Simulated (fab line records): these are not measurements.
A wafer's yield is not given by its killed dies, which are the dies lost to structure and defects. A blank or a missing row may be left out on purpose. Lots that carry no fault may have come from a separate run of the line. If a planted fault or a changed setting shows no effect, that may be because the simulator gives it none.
fab line records -- flow n5-finfet -- part 1 of 2: steps 1 to 22 of 31
record lots=5, wafers=15, last-day=18
route steps=1938 shown BEOL_M7@1286
lots untouched by any fault: they come from a run of this same line in which no faults occurred
start-h: hours from the record's opening day to when the first of the lot's shown wafers began -- wait-h: hours since the lot's step before -- " repeats the value in the row above -- L1.1+2: a row that stands for several wafers -- - no value, or no start given -- * or withheld: withheld -- < > ~ a bound
route shown NAME@n: a module of which the file shows steps, and the number in the route of the first -- usual: average and standard deviation across the fault-free wafers -- same: alike in all rows -- chamber/n: place in a boat -- sites: each site's reading -- _std_site: the values' standard deviation -- _edge_site: inner sites' mean taken away from outer sites' mean -- radius-mm: for every site, how far away it sits from the centre of the wafer -- mask NAME#n: copy n -- behind: the last tool/chamber to shape the wafer -- hold: reason for holding the lot/hours on hold/outcome of the hold -- device: the n, p or np transistor that did not switch -- end of line: tests of these same wafers at the route's end -- where a step has no rows: the recipe by itself -- killed: dies lost to structure and defects at the first sort, not the wafer's yield -- map: shows each die of a wafer: x if killed, . if not, _ if none is there
set.NAME: setting as actually run; set.NAME@STEP: the setting as run at that earlier step -- model.NAME: the simulator's own value behind a step, which no gauge read
a table for each step, a row for each wafer; lots at some steps of the route
services: the hour from which a tool's chamber was out of use, counted from the record's first day as start-h (under 0 if before that day), plus the number of hours and why
## steps
# step N5_BEOL_M7_CD_MEAS_18
# recipe pitch-nm=80, target-cd-nm=40
# usual cd-nm=39.9/0.77
lot.wafer,tool,chamber,start-h,wait-h,cd-nm
L075.1,cd-sem-03,-,206.57,0.0,39.6
L075.2,cd-sem-03,-,206.57,0.0,39.6
L075.5,cd-sem-03,-,206.57,0.0,39.3
L083.3,cd-sem-02,-,264.57,0.1,39.6
L083.4,cd-sem-02,-,264.57,0.1,38.2
L083.6,cd-sem-02,-,264.57,0.1,38.7
L076.2,cd-sem-01,-,264.84,0.1,41.5
L076.3,cd-sem-01,-,264.84,0.1,40.2
L076.4,cd-sem-01,-,264.84,0.1,40.9
L084.1,cd-sem-02,-,299.03,0.1,41.5
L084.3,cd-sem-02,-,299.03,0.1,40.0
L084.5,cd-sem-02,-,299.03,0.1,39.1
L092.1,cd-sem-03,-,352.71,0.0,40.8
L092.2,cd-sem-03,-,352.71,0.0,40.2
L092.6,cd-sem-03,-,352.71,0.0,40.2
# step N5_BEOL_M7_COAT_63
# recipe resist=SOC, temp-c=250, time-s=60, spin-rpm=1500, resist-thk-nm=60
lot.wafer,tool,chamber,start-h,wait-h
L075.1+2+5,litho-track-03,0,209.44,2.9
L076.2+3+4,litho-track-01,0,265.74,0.9
L083.3+4+6,litho-track-05,0,267.30,2.7
L084.1+3+5,litho-track-03,0,299.07,0.0
L092.1+2+6,litho-track-01,0,355.40,2.7
# step N5_BEOL_M7_COAT_64
# recipe resist=SiARC, temp-c=220, time-s=60, spin-rpm=1500, resist-thk-nm=12
lot.wafer,tool,chamber,start-h,wait-h
L075.1+2+5,litho-track-03,0,-,-
L076.2+3+4,litho-track-01,0,-,-
L083.3+4+6,litho-track-05,0,-,-
L084.1+3+5,litho-track-03,0,-,-
L092.1+2+6,litho-track-01,0,-,-
# step N5_BEOL_M7_COAT_71
# recipe resist=underlayer, temp-c=205, time-s=60, spin-rpm=1500, resist-thk-nm=5
lot.wafer,tool,chamber,start-h,wait-h
L075.1+2+5,litho-track-03,0,-,-
L076.2+3+4,litho-track-01,0,-,-
L083.3+4+6,litho-track-05,0,-,-
L084.1+3+5,litho-track-03,0,-,-
L092.1+2+6,litho-track-01,0,-,-
# step N5_BEOL_M7_COAT_22
# recipe resist=CAR-EUV, spin-rpm=1500, resist-thk-nm=30
lot.wafer,tool,chamber,start-h,wait-h
L075.1+2+5,litho-track-03,0,-,-
L076.2+3+4,litho-track-01,0,-,-
L083.3+4+6,litho-track-05,0,-,-
L084.1+3+5,litho-track-03,0,-,-
L092.1+2+6,litho-track-01,0,-,-
# step N5_BEOL_M7_EBR_24
# recipe solvent=PGMEA, ebr-width-mm=1.5
lot.wafer,tool,chamber,start-h,wait-h
L075.1+2+5,litho-track-03,0,-,-
L076.2+3+4,litho-track-01,0,-,-
L083.3+4+6,litho-track-05,0,-,-
L084.1+3+5,litho-track-03,0,-,-
L092.1+2+6,litho-track-01,0,-,-
# step N5_BEOL_M7_SOFTBAKE_23
# recipe temp-c=110, time-s=60, resist=CAR-EUV
lot.wafer,tool,chamber,start-h,wait-h
L075.1+2+5,litho-track-03,0,-,-
L076.2+3+4,litho-track-01,0,-,-
L083.3+4+6,litho-track-05,0,-,-
L084.1+3+5,litho-track-03,0,-,-
L092.1+2+6,litho-track-01,0,-,-
# step N5_BEOL_M7_EXPOSE_25
# recipe mask-id=V6, na=0.33, source-shape=annular, sigma-inner=0.4, sigma-outer=0.8, polarization=unpolarized, target-cd-nm=40, dose-mj=42.5
lot.wafer,tool,chamber,start-h,wait-h,mask
L075.1+2+5,euv-scanner-01,0,209.58,-,V6#0
L076.2+3+4,euv-scanner-01,0,265.88,-,V6#0
L083.3+4+6,euv-scanner-01,0,267.45,-,V6#0
L084.1+3+5,euv-scanner-01,0,299.21,-,V6#0
L092.1+2+6,euv-scanner-02,0,355.67,-,V6#0
# step N5_BEOL_M7_PEB_26
# recipe peb-temp-c=100, peb-time-s=60, resist=CAR-EUV
lot.wafer,tool,chamber,start-h,wait-h
L075.1+2+5,litho-track-05,0,209.64,0.1
L076.2+3+4,litho-track-01,0,265.94,0.1
L083.3+4+6,litho-track-03,0,267.51,0.0
L084.1+3+5,litho-track-01,0,299.27,0.1
L092.1+2+6,litho-track-03,0,355.73,0.1
# step N5_BEOL_M7_DEVELOP_27
# recipe develop-time-s=30, developer=TMAH, resist=CAR-EUV, rinse-liquid=surfactant-rinse, dry=air-spin, dev-temp-c=23
# usual developer-temp-C=23.00/0.1
lot.wafer,tool,chamber,start-h,wait-h,developer-temp-C
L075.1,litho-track-05,0,-,-,22.95
L075.2,litho-track-05,0,-,-,22.99
L075.5,litho-track-05,0,-,-,23.02
L076.2,litho-track-01,0,-,-,22.93
L076.3,litho-track-01,0,-,-,22.92
L076.4,litho-track-01,0,-,-,22.87
L083.3,litho-track-03,0,-,-,22.87
L083.4,litho-track-03,0,-,-,22.91
L083.6,litho-track-03,0,-,-,22.95
L084.1,litho-track-01,0,-,-,23.06
L084.3,litho-track-01,0,-,-,23.04
L084.5,litho-track-01,0,-,-,23.05
L092.1,litho-track-03,0,-,-,23.02
L092.2,litho-track-03,0,-,-,23.06
L092.6,litho-track-03,0,-,-,23.15
# step N5_BEOL_M7_CD_MEAS_28
# recipe target-cd-nm=40, landing-energy-ev=500, detector=se-inlens
# usual cd-nm=39.83/0.23
# same landing-energy-ev=500
lot.wafer,tool,chamber,start-h,wait-h,cd-nm
L075.1,cd-sem-01,0,209.71,-,39.84
L075.2,cd-sem-01,0,209.71,-,40.01
L075.5,cd-sem-01,0,209.71,-,40.08
L076.2,cd-sem-03,0,266.01,-,39.86
L076.3,cd-sem-03,0,266.01,-,39.98
L076.4,cd-sem-03,0,266.01,-,39.63
L083.3,cd-sem-02,0,267.58,-,40.03
L083.4,cd-sem-02,0,267.58,-,39.89
L083.6,cd-sem-02,0,267.58,-,39.69
L084.1,cd-sem-01,0,299.34,-,39.85
L084.3,cd-sem-01,0,299.34,-,39.94
L084.5,cd-sem-01,0,299.34,-,39.93
L092.1,cd-sem-02,0,355.80,-,40.30
L092.2,cd-sem-02,0,355.80,-,40.13
L092.6,cd-sem-02,0,355.80,-,39.84
# step N5_BEOL_M7_OVL_MEAS_29
# recipe points-per-wafer=522
# usual V6_OVL=0.1/0.68
lot.wafer,tool,chamber,start-h,wait-h,V6_OVL[nm]
L075.1,overlay-01,0,209.74,0.0,-0.2
L075.2,overlay-01,0,209.74,0.0,-0.7
L075.5,overlay-01,0,209.74,0.0,0.5
L076.2,overlay-01,0,266.04,0.0,0.1
L076.3,overlay-01,0,266.04,0.0,0.0
L076.4,overlay-01,0,266.04,0.0,0.2
L083.3,overlay-01,0,267.62,0.0,0.3
L083.4,overlay-01,0,267.62,0.0,1.1
L083.6,overlay-01,0,267.62,0.0,-0.3
L084.1,overlay-01,0,299.37,0.0,-0.2
L084.3,overlay-01,0,299.37,0.0,-0.1
L084.5,overlay-01,0,299.37,0.0,0.1
L092.1,overlay-01,0,355.83,0.0,-0.3
L092.2,overlay-01,0,355.83,0.0,-0.3
L092.6,overlay-01,0,355.83,0.0,-0.7
# step N5_BEOL_M7_INSPECT_30
# recipe mode=adi, inspect-instrument=brightfield
# usual raw-defect-count=478/100
lot.wafer,tool,chamber,start-h,wait-h,raw-defect-count
L075.1,defect-inspect-02,-,209.80,0.1,766
L075.2,defect-inspect-02,-,209.80,0.1,616
L075.5,defect-inspect-02,-,209.80,0.1,561
L076.2,defect-inspect-01,-,266.10,0.0,593
L076.3,defect-inspect-01,-,266.10,0.0,511
L076.4,defect-inspect-01,-,266.10,0.0,498
L083.3,defect-inspect-01,-,267.66,0.0,561
L083.4,defect-inspect-01,-,267.66,0.0,383
L083.6,defect-inspect-01,-,267.66,0.0,461
L084.1,defect-inspect-01,-,299.43,0.1,518
L084.3,defect-inspect-01,-,299.43,0.1,447
L084.5,defect-inspect-01,-,299.43,0.1,756
L092.1,defect-inspect-01,-,355.89,0.1,400
L092.2,defect-inspect-01,-,355.89,0.1,466
L092.6,defect-inspect-01,-,355.89,0.1,598
# step N5_BEOL_M7_DESCUM_33
# recipe chemistry=O2, time-s=7, source-power-w=50, bias-power-w=20, pressure-mtorr=20, rf-frequency-hz=2.712e+07, temp-c=40, resist=CAR-EUV, o2-flow-sccm=225
# usual drypump-motor-current-A=5.79/0.3, oes-product-au=0.77/0.076, rf-vpp-V=242.9/1.5, showerhead-plenum-p-Torr=2.07/0.072, throttle-valve-pct=20.36/0.29
lot.wafer,tool,chamber,start-h,wait-h,drypump-motor-current-A,oes-product-au,rf-hours-counter-h,rf-vpp-V,showerhead-plenum-p-Torr,throttle-valve-pct
L075.1,rie-diel-06,0,209.83,0.0,5.92,0.74,154,242.8,2.15,20.32
L075.2,rie-diel-06,1,209.83,0.0,6.26,0.73,217,240.1,1.97,20.13
L075.5,rie-diel-06,3,209.83,0.0,5.41,0.84,-,243.4,2.18,20.22
L076.2,rie-diel-06,3,266.13,0.0,5.42,0.82,70,243.7,2.18,20.25
L076.3,rie-diel-06,2,266.13,0.0,6.04,0.75,145,242.7,2.03,20.71
L076.4,rie-diel-06,1,266.13,0.0,6.24,0.71,232,242.4,1.97,20.17
L083.3,rie-diel-06,2,267.82,0.2,6.04,0.76,146,241.6,2.03,20.70
L083.4,rie-diel-06,1,267.82,0.2,6.33,0.72,232,241.5,1.97,20.18
L083.6,rie-diel-06,0,267.82,0.2,5.88,0.73,-,243.9,2.15,20.34
L084.1,rie-diel-06,1,299.46,0.0,6.29,0.71,239,240.4,1.96,20.19
L084.3,rie-diel-06,3,299.46,0.0,5.43,0.80,79,245.4,2.17,20.27
L084.5,rie-diel-06,2,299.46,0.0,6.01,0.75,-,243.5,2.03,20.71
L092.1,rie-diel-01,0,355.92,0.0,5.65,0.76,125,243.3,2.03,20.09
L092.2,rie-diel-01,3,355.92,0.0,5.86,0.83,57,244.5,2.09,19.91
L092.6,rie-diel-01,0,355.92,0.0,5.64,0.77,-,242.7,2.03,20.09
# step N5_BEOL_M7_ETCH_72
# recipe chemistry=N2/H2, target=underlayer, target-depth-a=65, mask-material=CAR-EUV, time-s=5.2, ion-energy-ev=200, pressure-mtorr=30, source-w=840, bias-w=150, n2-flow-sccm=200, h2-flow-sccm=200, ends=cleared
# usual drypump-motor-current-A=5.79/0.3, etch-rf-on-time-s=5.22/0.17, oes-product-au=0.66/0.065, rf-vpp-V=524/3.2, showerhead-plenum-p-Torr=2.53/0.1, throttle-valve-pct=17.86/0.27
lot.wafer,tool,chamber,start-h,wait-h,drypump-motor-current-A,etch-rf-on-time-s,oes-product-au,rf-hours-counter-h,rf-vpp-V,showerhead-plenum-p-Torr,throttle-valve-pct
L075.1,rie-diel-06,0,209.87,0.0,5.90,5.12,0.64,154,528,2.64,17.96
L075.2,rie-diel-06,1,209.87,0.0,6.29,5.05,0.64,217,521,2.42,17.73
L075.5,rie-diel-06,3,209.87,0.0,5.42,5.41,0.70,-,532,2.69,17.85
L076.2,rie-diel-06,3,266.16,0.0,5.42,5.39,0.68,70,529,2.69,17.86
L076.3,rie-diel-06,2,266.16,0.0,6.06,5.29,0.61,145,521,2.46,18.25
L076.4,rie-diel-06,1,266.16,0.0,6.27,5.04,0.62,232,519,2.42,17.74
L083.3,rie-diel-06,2,267.85,0.0,6.02,5.28,0.62,146,520,2.46,18.22
L083.4,rie-diel-06,1,267.85,0.0,6.27,5.01,0.63,232,519,2.42,17.76
L083.6,rie-diel-06,0,267.85,0.0,5.92,5.17,0.63,-,528,2.63,17.96
L084.1,rie-diel-06,1,299.50,0.0,6.25,5.12,0.61,239,520,2.41,17.75
L084.3,rie-diel-06,3,299.50,0.0,5.40,5.50,0.67,79,526,2.68,17.89
L084.5,rie-diel-06,2,299.50,0.0,5.99,5.34,0.61,-,521,2.46,18.24
L092.1,rie-diel-01,0,355.96,0.0,5.66,5.09,0.67,125,523,2.45,17.47
L092.2,rie-diel-01,3,355.96,0.0,5.86,5.02,0.74,57,523,2.55,17.35
L092.6,rie-diel-01,0,355.96,0.0,5.64,5.12,0.66,-,522,2.45,17.46
# step N5_BEOL_M7_ETCH_65
# recipe chemistry=CF4, target=SiARC, target-depth-a=156, mask-material=CAR-EUV, time-s=26, ion-energy-ev=80, pressure-mtorr=40, source-w=545, bias-w=36, Ar_flow_sccm=100, cf4-flow-sccm=100, ends=cleared
# usual drypump-motor-current-A=5.79/0.3, etch-rf-on-time-s=26.0/0.77, oes-product-au=0.66/0.065, rf-vpp-V=183.8/1.4, showerhead-plenum-p-Torr=2.13/0.087, throttle-valve-pct=15.62/0.21
lot.wafer,tool,chamber,start-h,wait-h,drypump-motor-current-A,etch-rf-on-time-s,oes-product-au,rf-hours-counter-h,rf-vpp-V,showerhead-plenum-p-Torr,throttle-valve-pct
L075.1,rie-diel-06,0,209.88,0.0,5.90,26.4,0.63,154,185.9,2.23,15.70
L075.2,rie-diel-06,1,209.88,0.0,6.27,25.2,0.64,217,183.2,2.04,15.52
L075.5,rie-diel-06,3,209.88,0.0,5.42,27.0,0.69,-,185.6,2.27,15.68
L076.2,rie-diel-06,3,266.18,0.0,5.42,26.8,0.69,70,185.8,2.27,15.72
L076.3,rie-diel-06,2,266.18,0.0,6.01,26.1,0.62,145,183.8,2.05,15.66
L076.4,rie-diel-06,1,266.18,0.0,6.28,25.4,0.62,232,182.3,2.04,15.54
L083.3,rie-diel-06,2,267.87,0.0,5.99,25.8,0.63,146,183.8,2.05,15.66
L083.4,rie-diel-06,1,267.87,0.0,6.27,25.3,0.62,232,184.2,2.04,15.53
L083.6,rie-diel-06,0,267.87,0.0,5.91,26.5,0.63,-,185.6,2.23,15.71
L084.1,rie-diel-06,1,299.51,0.0,6.27,25.5,0.61,239,181.7,2.03,15.54
L084.3,rie-diel-06,3,299.51,0.0,5.38,26.9,0.67,79,186.0,2.27,15.73
L084.5,rie-diel-06,2,299.51,0.0,6.04,26.1,0.62,-,185.0,2.05,15.66
L092.1,rie-diel-01,0,355.97,0.0,5.69,26.3,0.65,125,183.2,2.07,15.28
L092.2,rie-diel-01,3,355.97,0.0,5.85,25.0,0.74,57,185.5,2.19,15.35
L092.6,rie-diel-01,0,355.97,0.0,5.68,25.8,0.66,-,182.2,2.07,15.26
# step N5_BEOL_M7_ETCH_66
# recipe chemistry=N2/H2, target=SOC, target-depth-a=800, overetch-a=160, mask-material=SiARC, temp-c=40, time-s=120, ion-energy-ev=200, pressure-mtorr=30, source-w=840, bias-w=150, n2-flow-sccm=200, h2-flow-sccm=200
# usual drypump-motor-current-A=5.80/0.29, oes-product-au=0.59/0.054, rf-vpp-V=524/3.1, showerhead-plenum-p-Torr=2.53/0.1, throttle-valve-pct=17.82/0.27
lot.wafer,tool,chamber,start-h,wait-h,drypump-motor-current-A,oes-product-au,rf-hours-counter-h,rf-vpp-V,showerhead-plenum-p-Torr,throttle-valve-pct
L075.1,rie-diel-06,0,209.91,0.0,5.90,0.57,154,528,2.64,17.91
L075.2,rie-diel-06,1,209.91,0.0,6.27,0.56,217,519,2.42,17.65
L075.5,rie-diel-06,3,209.91,0.0,5.44,0.64,-,527,2.69,17.81
L076.2,rie-diel-06,3,266.21,0.0,5.42,0.62,70,526,2.69,17.85
L076.3,rie-diel-06,2,266.21,0.0,5.99,0.56,145,520,2.46,18.19
L076.4,rie-diel-06,1,266.21,0.0,6.24,0.55,232,521,2.42,17.67
L083.3,rie-diel-06,2,267.90,0.0,6.02,0.56,146,522,2.46,18.19
L083.4,rie-diel-06,1,267.90,0.0,6.30,0.55,232,519,2.42,17.70
L083.6,rie-diel-06,0,267.90,0.0,5.92,0.56,-,528,2.63,17.93
L084.1,rie-diel-06,1,299.54,0.0,6.29,0.54,239,520,2.41,17.71
L084.3,rie-diel-06,3,299.54,0.0,5.41,0.62,79,528,2.68,17.84
L084.5,rie-diel-06,2,299.54,0.0,6.01,0.55,-,521,2.46,18.21
L092.1,rie-diel-01,0,356.00,0.0,5.67,0.59,125,520,2.45,17.43
L092.2,rie-diel-01,3,356.00,0.0,5.84,0.64,57,524,2.55,17.29
L092.6,rie-diel-01,0,356.00,0.0,5.67,0.58,-,522,2.45,17.41
# step N5_BEOL_M7_STRIP_69
# recipe chemistry=N2/H2, temp-c=40, n2-flow-sccm=200, h2-flow-sccm=200, rf-frequency-hz=6e+07
lot.wafer,tool,chamber,start-h,wait-h
L075.1+2+5,rie-diel-06,"0,1,3",209.99,0.0
L076.2+3+4,rie-diel-06,"3,2,1",266.29,0.0
L083.3+4+6,rie-diel-06,"2,1,0",267.98,0.0
L084.1+3+5,rie-diel-06,"1,3,2",299.62,0.0
L092.1+2+6,rie-diel-01,"0,3,0",356.08,0.0
# step N5_BEOL_M7_STRIP_73
# recipe chemistry=N2/H2, temp-c=40, n2-flow-sccm=200, h2-flow-sccm=200, rf-frequency-hz=6e+07
lot.wafer,tool,chamber,start-h,wait-h
L075.1+2+5,rie-diel-06,"0,1,3",210.00,0.0
L076.2+3+4,rie-diel-06,"3,2,1",266.30,0.0
L083.3+4+6,rie-diel-06,"2,1,0",267.99,0.0
L084.1+3+5,rie-diel-06,"1,3,2",299.63,0.0
L092.1+2+6,rie-diel-01,"0,3,0",356.09,0.0
# step N5_BEOL_M7_VIA_ETCH_34
# recipe chemistry=C4F6/O2, target=SiCOH_lowk, target-depth-a=1255, mask-material=SOC, taper-deg=4, time-s=50.5, ion-energy-ev=250, pressure-mtorr=30, source-w=345, bias-w=185, Ar_flow_sccm=300, C4F6_flow_sccm=10, O2_flow_sccm=10
# usual O2_flow_sccm=10.00/0.031, drypump-motor-current-A=5.79/0.3, oes-product-au=0.77/0.076, rf-vpp-V=658/14, showerhead-plenum-p-Torr=2.83/0.12, throttle-valve-pct=20.88/0.22
lot.wafer,tool,chamber,start-h,wait-h,O2_flow_sccm,drypump-motor-current-A,oes-product-au,rf-hours-counter-h,rf-vpp-V,showerhead-plenum-p-Torr,throttle-valve-pct
L075.1,rie-diel-06,0,210.01,0.0,9.99,5.94,0.74,154,676,2.98,21.09
L075.2,rie-diel-06,1,210.01,0.0,9.99,6.31,0.73,217,639,2.71,20.67
L075.5,rie-diel-06,3,210.01,0.0,9.99,5.40,0.82,-,671,3.02,20.99
L076.2,rie-diel-06,3,266.31,0.0,10.01,5.40,0.80,71,671,3.01,21.02
L076.3,rie-diel-06,2,266.31,0.0,9.97,6.01,0.73,145,641,2.72,20.88
L076.4,rie-diel-06,1,266.31,0.0,9.97,6.33,0.72,232,638,2.70,20.69
L083.3,rie-diel-06,2,268.00,0.0,10.00,5.99,0.73,146,642,2.72,20.90
L083.4,rie-diel-06,1,268.00,0.0,10.01,6.26,0.72,232,638,2.70,20.69
L083.6,rie-diel-06,0,268.00,0.0,10.07,5.89,0.73,-,675,2.98,21.10
L084.1,rie-diel-06,1,299.64,0.0,10.02,6.26,0.71,239,639,2.70,20.70
L084.3,rie-diel-06,3,299.64,0.0,10.03,5.39,0.80,79,670,3.00,21.00
L084.5,rie-diel-06,2,299.64,0.0,10.02,6.03,0.72,-,642,2.72,20.89
L092.1,rie-diel-01,0,356.10,0.0,10.03,5.70,0.77,125,657,2.76,20.56
L092.2,rie-diel-01,3,356.10,0.0,9.97,5.85,0.84,57,639,2.90,20.64
L092.6,rie-diel-01,0,356.10,0.0,9.93,5.69,0.76,-,658,2.76,20.57
# step N5_BEOL_M7_STRIP_76
# recipe chemistry=C4F6/O2, resist=SiARC, rf-frequency-hz=6e+07
lot.wafer,tool,chamber,start-h,wait-h
L075.1+2+5,rie-diel-06,"0,1,3",210.06,0.0
L076.2+3+4,rie-diel-06,"3,2,1",266.35,0.0
L083.3+4+6,rie-diel-06,"2,1,0",268.04,0.0
L084.1+3+5,rie-diel-06,"1,3,2",299.68,0.0
L092.1+2+6,rie-diel-01,"0,3,0",356.14,0.0
# step N5_BEOL_M7_STRIP_36
# recipe chemistry=N2/H2, power-w=450, temp-c=40, pressure-mtorr=20, rf-frequency-hz=6e+07, overash-fraction=0.3, bias-power-w=7, h2-frac=0.5, n2-flow-sccm=200, h2-flow-sccm=200
# usual drypump-motor-current-A=5.79/0.29, oes-product-au=0.77/0.076, power-w=449.8/1.3, rf-vpp-V=59.1/1.4, showerhead-plenum-p-Torr=2.52/0.1, throttle-valve-pct=23.6/0.36
lot.wafer,tool,chamber,start-h,wait-h,drypump-motor-current-A,oes-product-au,power-w,rf-hours-counter-h,rf-vpp-V,showerhead-plenum-p-Torr,throttle-valve-pct
L075.1,rie-diel-06,0,210.07,0.0,5.91,0.75,450.3,154,59.8,2.63,23.9
L075.2,rie-diel-06,1,210.07,0.0,6.27,0.73,452.0,217,58.0,2.42,23.5
L075.5,rie-diel-06,3,210.07,0.0,5.41,0.82,447.9,-,58.0,2.69,23.6
L076.2,rie-diel-06,3,266.36,0.0,5.47,0.81,449.6,71,60.4,2.68,23.6
L076.3,rie-diel-06,2,266.36,0.0,6.03,0.76,449.3,145,60.0,2.46,24.2
L076.4,rie-diel-06,1,266.36,0.0,6.27,0.73,450.0,232,56.7,2.41,23.5
L083.3,rie-diel-06,2,268.05,0.0,6.04,0.75,452.7,146,58.7,2.46,24.2
L083.4,rie-diel-06,1,268.05,0.0,6.27,0.71,451.7,232,61.4,2.41,23.5
L083.6,rie-diel-06,0,268.05,0.0,5.91,0.72,450.3,-,57.2,2.62,23.9
L084.1,rie-diel-06,1,299.69,0.0,6.25,0.70,449.7,239,58.2,2.41,23.5
L084.3,rie-diel-06,3,299.69,0.0,5.42,0.81,447.9,79,61.1,2.68,23.6
L084.5,rie-diel-06,2,299.69,0.0,5.99,0.74,449.9,-,57.9,2.46,24.2
L092.1,rie-diel-01,0,356.15,0.0,5.66,0.77,451.4,125,60.0,2.44,23.1
L092.2,rie-diel-01,3,356.15,0.0,5.82,0.81,450.8,57,58.4,2.54,23.0
L092.6,rie-diel-01,0,356.15,0.0,5.64,0.77,449.5,-,58.8,2.44,23.1
